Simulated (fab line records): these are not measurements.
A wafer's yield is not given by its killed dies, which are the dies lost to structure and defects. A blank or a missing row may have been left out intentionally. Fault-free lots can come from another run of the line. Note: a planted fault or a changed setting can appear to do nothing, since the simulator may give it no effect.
fab line records	flow nand-harc
record: lots: 13	wafers: 39	last-day: 25
route steps=1159 shown A_STAIRCASE@617 END@1159
lots that met no fault: taken from a fault-free run of the same line
start-h: hours from the record's opening day to when the first of the lot's shown wafers began	wait-h: hours since the lot's step before	" unchanged from the row above	L1.1+2: several wafers, shown together as one row	- value missing, or start not given	* or withheld: withheld	< > ~ a bound
route shown NAME@n: a module of which the file shows steps, and the number in the route of the first	usual: mean and standard deviation over wafers with no fault	same: alike in all rows	chamber/n: place in a boat	sites: the reading at each site	_std_site: the standard deviation of these	_edge_site: the outer-site mean with the inner-site mean subtracted	radius-mm: how far each site lies from the wafer's centre	mask NAME#n: copy n	behind: the last tool/chamber to shape the wafer	hold: what put the lot on hold/how long, in hours/how the hold closed	device: transistor that didn't switch, given as n, p or np	end of line: the same wafers' tests at the end of the route	a step with no rows: only its recipe	killed: count of dies lost to structure and defects at first sort (not the wafer's yield)	map: the dies of a wafer, with x for killed, . for not killed, _ for no die there
set.NAME: the setting the step ran with; set.NAME@STEP: the setting that earlier step ran with	model.NAME: the simulator's own value behind a step, which no gauge read
route steps across a sampled set of lots; one table per step, one row per wafer
services: when a tool's chamber went out of use (start-h, in hours from the record's first day, below 0 if earlier), for how many hours, and the reason
== steps ==
step: NHARC_A_STAIRCASE_ETCH_223
recipe: target-depth-a: 1000	time-s: 40.5	ion-energy-ev: 400	c4f8-flow-sccm: 20	o2-flow-sccm: 10	ar-flow-sccm: withheld	rf-w: 600	bias-w: 1000	chemistry: C4F8/O2
usual: oes-product-au: 0.938/0.01	rf-vpp-V: 896/5	run-length-s: 61.9/0.37
lot.wafer	tool	chamber	start-h	wait-h	oes-product-au	rf-hours-counter-h	rf-vpp-V	run-length-s
L480.2	rie-diel-03	1	-	-	0.937	10	896	61.5
L480.1	"	3	"	"	0.930	10	890	61.2
L480.5	"	1	"	"	0.933	-	896	61.8
L478.1	rie-diel-03	0	-	-	0.935	10	895	61.2
L478.2	"	1	"	"	0.946	10	896	61.5
L478.6	"	0	"	"	0.934	-	895	61.6
L482.2	rie-diel-03	0	-	-	0.938	15	895	61.7
L482.3	"	3	"	"	0.927	17	892	61.7
L482.4	"	3	"	"	0.921	-	891	61.1
L481.1	rie-diel-02	1	-	-	0.953	38	887	61.6
L481.6	"	3	"	"	0.933	-	887	62.6
L481.5	"	0	"	"	0.930	-	892	62.2
L486.3	rie-diel-02	3	-	-	0.928	52	888	62.4
L486.2	"	0	"	"	0.921	49	893	62.0
L486.1	"	2	"	"	0.941	52	894	62.0
L487.1	rie-diel-11	1	-	-	0.941	34	898	61.9
L487.4	"	3	"	"	0.935	37	898	61.8
L487.6	"	0	"	"	0.941	-	897	62.1
L488.2	rie-diel-11	1	-	-	0.935	36	898	61.8
L488.4	"	2	"	"	0.962	36	902	61.7
L488.6	"	0	"	"	0.932	-	896	62.3
L492.4	rie-diel-03	2	-	-	0.927	32	900	61.9
L492.6	"	0	"	"	0.944	-	895	61.3
L492.5	"	1	"	"	0.948	-	897	62.2
L489.1	rie-diel-03	1	-	-	0.941	31	896	61.8
L489.2	"	3	"	"	0.930	36	891	61.5
L489.4	"	0	"	"	0.933	33	896	61.3
L491.2	rie-diel-03	2	-	-	0.925	43	900	61.7
L491.1	"	0	"	"	0.929	42	895	61.4
L491.4	"	1	"	"	0.951	40	897	61.7
L495.2	rie-diel-03	0	-	-	0.952	43	894	61.5
L495.3	"	1	"	"	0.943	41	897	61.6
L495.6	"	3	"	"	0.935	-	892	62.1
L500.4	rie-diel-11	1	-	-	0.936	3	896	62.3
L500.2	"	3	"	"	0.938	2	897	61.7
L500.1	"	0	"	"	0.955	2	897	62.5
L501.1	rie-diel-02	0	-	-	0.943	18	891	61.8
L501.4	"	1	"	"	0.946	19	907	61.6
L501.2	"	2	"	"	0.964	19	893	61.6
step: NHARC_A_STAIRCASE_ETCH_225
recipe: target-depth-a: 1000	time-s: 40.5	ion-energy-ev: 400	c4f8-flow-sccm: 20	o2-flow-sccm: 10	ar-flow-sccm: withheld	rf-w: 600	bias-w: 1000	chemistry: C4F8/O2
usual: oes-product-au: 0.940/0.012	rf-vpp-V: 896/5	run-length-s: 61.9/0.37
lot.wafer	tool	chamber	start-h	wait-h	oes-product-au	rf-hours-counter-h	rf-vpp-V	run-length-s
L480.1	rie-diel-03	1	250.63	-	0.940	10	897	61.7
L480.2	"	3	"	"	0.927	10	891	61.2
L480.5	"	0	"	"	0.932	-	897	61.3
L478.1	rie-diel-03	3	251.19	-	0.934	11	891	61.1
L478.2	"	0	"	"	0.946	10	897	61.5
L478.6	"	0	"	"	0.945	-	897	61.6
L482.2	rie-diel-03	0	268.68	-	0.948	15	897	61.5
L482.3	"	2	"	"	0.930	14	901	62.1
L482.4	"	3	"	"	0.927	-	891	61.2
L481.1	rie-diel-02	0	268.88	-	0.946	38	891	62.1
L481.6	"	2	"	"	0.962	-	894	61.4
L481.5	"	3	"	"	0.969	-	888	62.3
L486.2	rie-diel-02	1	294.67	-	0.941	49	886	61.5
L486.1	"	2	"	"	0.935	52	894	62.2
L486.3	"	0	"	"	0.926	49	894	61.9
L487.1	rie-diel-11	1	294.96	-	0.954	34	897	61.8
L487.4	"	2	"	"	0.960	35	901	61.9
L487.6	"	3	"	"	0.938	-	899	62.1
L488.2	rie-diel-11	1	300.63	-	0.939	36	897	61.9
L488.4	"	2	"	"	0.951	36	903	62.6
L488.6	"	3	"	"	0.945	-	897	61.9
L492.4	rie-diel-03	1	323.47	-	0.953	30	897	62.3
L492.5	"	3	"	"	0.915	-	892	61.6
L492.6	"	0	"	"	0.931	-	896	61.9
L489.2	rie-diel-03	0	327.66	-	0.936	33	896	62.1
L489.4	"	2	"	"	0.931	33	900	61.7
L489.1	"	3	"	"	0.920	37	891	61.4
L491.4	rie-diel-03	2	344.02	-	0.927	43	900	61.7
L491.2	"	3	"	"	0.931	46	890	52.0
L491.1	"	1	"	"	0.951	40	897	61.8
L495.2	rie-diel-03	3	346.90	-	0.912	47	892	51.6
L495.3	"	1	"	"	0.918	41	896	51.9
L495.6	"	3	"	"	0.909	-	891	61.6
L500.4	rie-diel-11	0	383.17	-	0.960	2	897	62.3
L500.1	"	1	"	"	0.959	3	898	61.7
L500.2	"	2	"	"	0.937	3	899	62.0
L501.1	rie-diel-02	3	390.48	-	0.934	17	906	62.2
L501.4	"	0	"	"	0.949	18	892	61.9
L501.2	"	1	"	"	0.951	19	905	61.5
step: NHARC_A_STAIRCASE_ETCH_227
recipe: target-depth-a: 1000	time-s: 40.5	ion-energy-ev: 400	c4f8-flow-sccm: 20	o2-flow-sccm: 10	ar-flow-sccm: withheld	rf-w: 600	bias-w: 1000	chemistry: C4F8/O2
usual: oes-product-au: 0.944/0.011	rf-vpp-V: 896/5.1	run-length-s: 61.8/0.4
lot.wafer	tool	chamber	start-h	wait-h	oes-product-au	rf-hours-counter-h	rf-vpp-V	run-length-s
L480.1	rie-diel-03	3	-	-	0.920	11	891	61.2
L480.2	"	0	"	"	0.932	10	895	61.5
L480.5	"	3	"	"	0.926	-	892	61.7
L478.1	rie-diel-03	3	-	-	0.934	11	892	61.4
L478.2	"	0	"	"	0.964	10	898	61.9
L478.6	"	3	"	"	0.944	-	891	61.4
L482.3	rie-diel-03	0	-	-	0.952	15	895	61.9
L482.2	"	3	"	"	0.934	17	891	61.5
L482.4	"	0	"	"	0.945	-	896	61.7
L481.1	rie-diel-02	0	-	-	0.947	38	894	61.8
L481.6	"	1	"	"	0.958	-	887	62.2
L481.5	"	2	"	"	0.971	-	894	61.6
L486.3	rie-diel-02	2	-	-	0.945	52	892	61.5
L486.1	"	3	"	"	0.940	52	887	62.4
L486.2	"	0	"	"	0.925	49	893	62.1
L487.4	rie-diel-11	3	-	-	0.954	37	898	61.7
L487.1	"	1	"	"	0.939	34	898	62.2
L487.6	"	2	"	"	0.956	-	902	62.2
L488.4	rie-diel-11	1	-	-	0.947	36	898	61.9
L488.2	"	0	"	"	0.940	29	898	62.1
L488.6	"	1	"	"	0.936	-	898	62.0
L492.4	rie-diel-03	2	-	-	0.917	33	901	62.0
L492.5	"	0	"	"	0.932	-	896	61.3
L492.6	"	1	"	"	0.942	-	898	61.4
L489.4	rie-diel-03	2	-	-	0.928	34	901	62.0
L489.2	"	3	"	"	0.938	37	891	61.2
L489.1	"	1	"	"	0.941	31	895	61.4
L491.1	rie-diel-03	3	-	-	0.942	46	891	61.2
L491.4	"	0	"	"	0.945	42	894	61.2
L491.2	"	1	"	"	0.945	40	898	61.4
L495.3	rie-diel-03	3	-	-	0.940	47	891	61.5
L495.2	"	1	"	"	0.941	41	897	61.7
L495.6	"	0	"	"	0.945	-	896	61.7
L500.1	rie-diel-11	2	-	-	0.946	3	900	61.6
L500.4	"	3	"	"	0.944	2	898	61.5
L500.2	"	0	"	"	0.951	2	897	62.2
L501.2	rie-diel-02	1	-	-	0.954	19	904	61.8
L501.4	"	2	"	"	0.959	19	893	61.3
L501.1	"	3	"	"	0.943	17	905	62.6
step: NHARC_A_STAIRCASE_ETCH_232
recipe: target-depth-a: 1000	time-s: 40.5	ion-energy-ev: 400	c4f8-flow-sccm: 20	o2-flow-sccm: 10	ar-flow-sccm: withheld	rf-w: 600	bias-w: 1000	chemistry: C4F8/O2
usual: oes-product-au: 0.947/0.013	rf-vpp-V: 896/5.3	run-length-s: 61.9/0.39
lot.wafer	tool	chamber	start-h	wait-h	oes-product-au	rf-hours-counter-h	rf-vpp-V	run-length-s
L480.2	rie-diel-02	1	-	-	0.970	31	886	62.0
L480.1	"	3	"	"	0.932	35	888	62.8
L480.5	"	0	"	"	0.943	-	893	62.5
L478.2	rie-diel-03	0	-	-	0.950	11	895	61.3
L478.1	"	1	"	"	0.941	11	897	61.6
L478.6	"	2	"	"	0.937	-	903	61.9
L482.3	rie-diel-03	3	-	-	0.945	18	892	61.2
L482.2	"	0	"	"	0.961	16	896	61.8
L482.4	"	2	"	"	0.954	-	902	61.8
L481.1	rie-diel-11	2	-	-	0.959	27	902	61.6
L481.6	"	1	"	"	0.957	-	898	62.1
L481.5	"	2	"	"	0.959	-	900	62.3
L486.2	rie-diel-02	3	-	-	0.950	52	887	62.6
L486.1	"	0	"	"	0.940	49	893	62.3
L486.3	"	1	"	"	0.942	50	887	61.9
L487.4	rie-diel-11	0	-	-	0.947	28	898	62.1
L487.1	"	2	"	"	0.955	35	899	62.0
L487.6	"	0	"	"	0.948	-	897	62.4
L488.2	rie-diel-11	0	-	-	0.946	29	896	62.1
L488.4	"	1	"	"	0.932	36	899	62.3
L488.6	"	2	"	"	0.956	-	901	61.8
L492.4	rie-diel-03	0	-	-	0.934	33	893	61.6
L492.5	"	2	"	"	0.923	-	901	61.9
L492.6	"	3	"	"	0.928	-	890	61.6
L489.1	rie-diel-03	0	-	-	0.941	34	896	61.8
L489.4	"	1	"	"	0.948	31	898	61.9
L489.2	"	2	"	"	0.915	34	903	62.3
L491.4	rie-diel-03	1	-	-	0.952	40	897	61.8
L491.1	"	2	"	"	0.942	43	902	62.4
L491.2	"	3	"	"	0.938	46	891	61.4
L495.2	rie-diel-02	1	-	-	0.969	3	906	62.1
L495.3	"	3	"	"	0.949	4	907	62.2
L495.6	"	2	"	"	0.968	-	891	61.4
L500.1	rie-diel-02	2	-	-	0.962	17	892	62.0
L500.4	"	3	"	"	0.962	15	906	62.2
L500.2	"	0	"	"	0.954	16	891	61.7
L501.2	rie-diel-02	0	-	-	0.943	18	892	62.3
L501.1	"	1	"	"	0.954	20	905	61.5
L501.4	"	3	"	"	0.950	18	907	62.9
step: NHARC_END_SORT_01
recipe: temp-c: 25
usual: killed-at-array: 28/11	killed-at-other: 0.5/0.85	killed-at-periphery: 2.7/1.9	killed-dies: 32/12	killed-open: 3.3/1.6	killed-short: 2.1/1.5
same: gross-dies: 677
lot.wafer	tool	chamber	start-h	wait-h	killed-at-array	killed-at-other	killed-at-periphery	killed-dies	killed-open	killed-short
L491.1	prober-01	0	548.41	2.5	51	0	4	55	6	2
L491.2	prober-01	0	549.21	2.8	346	0	2	348	4	1
L491.4	prober-01	0	550.81	3.4	32	1	2	35	2	4
L495.2	prober-02	0	556.91	2.8	325	1	3	329	2	0
L495.3	prober-02	0	557.71	3.1	262	0	1	263	4	3
L495.6	prober-02	0	560.11	4.0	37	0	3	40	4	2
killed by level:class
L491.1 A_SLIT:chamber-film-flake=24 A_CHANNEL_HOLE_D1:chamber-film-flake=16 A_WL_FILL:geometric-particle:open=3 A_STAIRCASE:chamber-film-flake=3 P_CONTACT:geometric-particle:short=1 P_M0:geometric-particle:open=1 A_ONON_D1:geometric-particle:short=1 A_CONTACT:geometric-particle:open=1
L491.2 A_STAIRCASE:area-etch=304 A_SLIT:chamber-film-flake=20 A_CHANNEL_HOLE_D1:chamber-film-flake=10 A_STAIRCASE:chamber-film-flake=4 A_CONTACT:geometric-particle:open=2 A_CHANNEL_FILL_D1:chamber-film-flake=2 A_CONTACT:chamber-film-flake=2 P_M0:geometric-particle:open=1
L491.4 A_SLIT:chamber-film-flake=14 A_CHANNEL_HOLE_D1:chamber-film-flake=8 A_STAIRCASE:chamber-film-flake=4 P_STI:geometric-particle:short=1 A_WL_FILL:geometric-particle:open=1 A_CONTACT:geometric-particle:open=1 A_CONTACT:geometric-particle:short=1 A_M0:geometric-particle:short=1
L495.2 A_STAIRCASE:area-etch=294 A_SLIT:chamber-film-flake=12 A_CHANNEL_HOLE_D1:chamber-film-flake=10 A_CONTACT:chamber-film-flake=8 P_CONTACT:geometric-particle:open=1 P_M0:geometric-particle:open=1 P_GATE:chamber-film-flake=1 A_STAIRCASE:chamber-film-flake=1
L495.3 A_STAIRCASE:area-etch=231 A_SLIT:chamber-film-flake=15 A_CONTACT:chamber-film-flake=6 A_CONTACT:geometric-particle:open=2 A_CHANNEL_HOLE_D1:chamber-film-flake=2 A_ONON_D1:geometric-particle:short=1 A_CHANNEL_HOLE_D1:geometric-particle:short=1 A_CHANNEL_FILL_D1:geometric-particle:short=1
L495.6 A_SLIT:chamber-film-flake=22 A_CONTACT:chamber-film-flake=4 A_CHANNEL_HOLE_D1:chamber-film-flake=3 A_STAIRCASE:chamber-film-flake=3 P_M0:geometric-particle:open=1 P_BONDPAD:geometric-particle:open=1 A_CHANNEL_HOLE_D1:geometric-particle:short=1 A_CHANNEL_FILL_D1:geometric-particle:open=1
== services ==
tool	chamber	start-h	hours	kind
rie-diel-03	2	233.58	4.2	repair
rie-diel-03	0	248.90	-	clean
rie-diel-03	1	248.90	-	clean
rie-diel-03	2	248.90	-	clean
rie-diel-03	3	248.90	-	clean
rie-diel-03	0	259.93	7.7	repair
rie-diel-03	1	267.17	12.7	repair
rie-diel-11	-	272.47	0.4	repair
rie-diel-03	0	273.40	-	clean
rie-diel-03	2	273.40	-	clean
rie-diel-03	3	273.40	-	clean
rie-diel-03	0	297.90	-	clean
rie-diel-03	1	297.90	-	clean
rie-diel-03	2	297.90	-	clean
rie-diel-03	3	297.90	-	clean
rie-diel-03	0	322.40	-	clean
rie-diel-03	1	322.40	-	clean
rie-diel-03	2	322.40	-	clean
rie-diel-03	3	322.40	-	clean
rie-diel-02	-	328.06	9.0	pm
rie-diel-11	-	339.93	0.7	repair
rie-diel-03	0	346.90	-	clean
rie-diel-03	1	362.93	8.5	repair
rie-diel-11	-	368.53	9.0	pm
== key ==
first-sign: step: NHARC_A_STAIRCASE_ETCH_225	reading: run-length-s	direction: down	sigmas: 27	usual: *	struck: *
effect: step: NHARC_END_SORT_01	reading: killed-at-array	direction: up	sigmas: 25	usual: 28	struck: 311
more-kills-born-at: NHARC_A_STAIRCASE_ETCH_225@rie-diel-03: 829
met-at NHARC_A_STAIRCASE_ETCH_225
struck-lots L491,L495
struck-wafers L491.2,L495.2,L495.3
tester-left-out L491,L495
not-acting-at NHARC_A_STAIRCASE_ETCH_223,NHARC_A_STAIRCASE_ETCH_227,NHARC_A_STAIRCASE_ETCH_232
onset-between 327.66 344.02
fault: kind: process-parameter-drift	tool: rie-diel-03	chamber: -	onset-h: 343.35	steps: NHARC_A_STAIRCASE_ETCH_225	channel: time-s	offset: *	shape: step	end-h: 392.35	scope: struck-wafers-only	acts-in: *	stated: *
tester-left-out: of these lots the tester's yield and bins aren't shown, on N5 and GAA mostly nor the transistor test; their killed dies are dies lost to structure and defects alone, not to doping, threshold or leakage, so they don't give the yield
